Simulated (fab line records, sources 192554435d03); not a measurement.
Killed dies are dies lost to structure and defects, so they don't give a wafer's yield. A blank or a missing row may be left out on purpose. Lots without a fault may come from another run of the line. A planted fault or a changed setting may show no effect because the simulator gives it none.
Chamber matching | flow n5_finfet | N5_DUMMY_GATE_ALD_02 on ald_sin-04: 4 sister chambers
The step deposits SiO2, target thk 2 nm, pulse time 1 s. 22 wafers are shown with their chamber, then 11 later ones without.

WAFERS WITH THEIR CHAMBER
wafer  | chamber | heater_power_w (W) | precursor_pulse_height_rel
L076.1 | 1       | 438                | 1.013
L076.4 | 3       | 500                | 0.975
L076.6 | 0       | 546                | 0.993
L080.3 | 1       | 419                | 0.975
L080.4 | 3       | 499                | 1.001
L080.5 | 2       | 630                | 1.034
L082.2 | 2       | 629                | 1.035
L082.3 | 0       | 560                | 0.986
L082.6 | 3       | 508                | 1.000
L083.2 | 3       | 507                | 1.004
L083.5 | 2       | 612                | 1.034
L083.6 | 1       | 428                | 1.019
L087.1 | 3       | 493                | 0.993
L087.4 | 0       | 540                | 0.999
L087.5 | 2       | 618                | 0.943
L089.1 | 3       | 509                | 1.006
L089.4 | 0       | 566                | 0.952
L089.5 | 3       | 494                | 0.986
L091.2 | 0       | 557                | 1.012
L091.3 | 3       | 498                | 1.016
L091.6 | 0       | 554                | 1.012
L092.2 | 0       | 563                | 0.986

SIGNATURES (means of the wafers above)
reading                    | chamber 0 | chamber 1 | chamber 2 | chamber 3 | scatter within a chamber
heater_power_w             | 555.14    | 428.33    | 622.25    | 501.00    | 8.19
precursor_pulse_height_rel | 0.99143   | 1.00233   | 1.01150   | 0.99762   | 0.0248
Rule: a wafer's distance from a chamber is the root of the sum, over the readings, of the square of ((its reading less the chamber's mean) divided by the reading's scatter). The wafer belongs to the nearest chamber; if the next one is less than 2 further off, it can't be placed. The scatter: the root of (the sum of the squares of (reading less its chamber's mean) over the shown wafers, divided by (wafers less chambers)).

WAFERS WITHOUT THEIR CHAMBER
wafer  | heater_power_w (W) | precursor_pulse_height_rel
L092.3 | 442                | 0.979
L092.4 | 613                | 1.023
L094.2 | 554                | 1.006
L094.3 | 442                | 1.015
L094.5 | 630                | 0.997
L096.1 | 559                | 1.016
L096.3 | 620                | 0.989
L096.5 | 501                | 0.992
L097.1 | 445                | 0.970
L097.3 | 564                | 1.015
L097.5 | 629                | 1.000

WHICH CHAMBER EACH WENT THROUGH
wafer  | from the rows above | in truth
L092.3 | 1                   | 1
L092.4 | 2                   | 2
L094.2 | 0                   | 0
L094.3 | 1                   | 1
L094.5 | 2                   | 2
L096.1 | 0                   | 0
L096.3 | 2                   | 2
L096.5 | 3                   | 3
L097.1 | 1                   | 1
L097.3 | 0                   | 0
L097.5 | 2                   | 2
Placed correctly: 11 of 11. Can't be placed from these rows: 0. Placed wrongly: 0.
